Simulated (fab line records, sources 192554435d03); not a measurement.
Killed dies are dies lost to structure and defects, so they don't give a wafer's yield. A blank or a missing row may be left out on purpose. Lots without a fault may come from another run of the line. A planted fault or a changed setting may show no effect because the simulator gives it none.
Problem report in the 8D (eight disciplines) form, filled by code | flow n5_finfet | the parts of the form that need people (team, actions taken, sign-off) are left out

1. THE PROBLEM
spin_speed_rpm at N5_BEOL_M5_COAT_66 reads a mean of 1429.8 rpm on 6 wafers of 2 lots; wafers without a fault read 1500.0 rpm with a standard deviation of 1. That is -70 standard deviations from the usual mean.
The step: time 60 s, resist thk 12 nm.
First seen on wafer L802.1, day 15 20:02, on litho_track-03. The record holds 33 wafers of 11 lots with a number at this step. Rule for "out", or "out of limits": more than 4 standard deviations from the usual mean. The other wafers with a number count as sound.

2. WHAT IT IS AND WHAT IT IS NOT
question                    | is                     | is not
which readings at this step | spin_speed_rpm         | -
which lots                  | L801, L802             | L783, L785, L787, L788, L790, L792, L793, L795, L804
which wafers of those lots  | all that have a number | -
read on which tools         | litho_track-03         | litho_track-01, litho_track-02
when                        | from day 15 20:02      | up to then (24 sound wafers); but 3 sound wafers of L804 came after

3. SUSPECTS, AND WHAT RULES EACH OUT
Counting: a tool at a process step up to the reading stays a suspect if it ran every lot that is out and no sound lot after the first of them.
- litho_track-03 at N5_BEOL_M5_COAT_66 (time 60 s, resist thk 12 nm): kept. It ran every lot that is out, first L802 (day 15 20:02), and no sound lot after that; its last sound lot up to then is L793 (day 14 03:40). Its own readings are out on those wafers: spin_speed_rpm.
Left after counting: litho_track-03 at N5_BEOL_M5_COAT_66.

4. THE CAUSE (what the simulator had put in)
Process parameter drift: litho_track-03, from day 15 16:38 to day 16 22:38, at N5_BEOL_M5_COAT_66. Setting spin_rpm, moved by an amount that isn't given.
Counting left only this tool.

5. THE CHAIN OF EFFECTS, in route order
Each row: a reading whose mean over the struck wafers that have a number lies more than 3 standard deviations from the usual. Only readings for which the record gives a usual standard deviation are gone through. hours: the time from each lot's start at the first step in this table that gives one to its start at this step, as a median over the lots. sigmas: the change in usual standard deviations.
hours | step               | reading        | usual      | on struck wafers | change | sigmas
0     | N5_BEOL_M5_COAT_66 | spin_speed_rpm | 1500.0 rpm | 1429.8           | -70.2  | -70
The process steps in it:
- N5_BEOL_M5_COAT_66: time 60 s, resist thk 12 nm.
Later measuring or inspecting steps at which every struck wafer that the step has a row for has a number for every such reading, and none has moved that far: N5_BEOL_M5_CD_MEAS_28, N5_BEOL_M5_INSPECT_30.

6. WHAT WOULD HAVE CAUGHT IT SOONER
In this record the first reading out of limits was taken at day 15 20:02, 3 hours after the fault began at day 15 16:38.
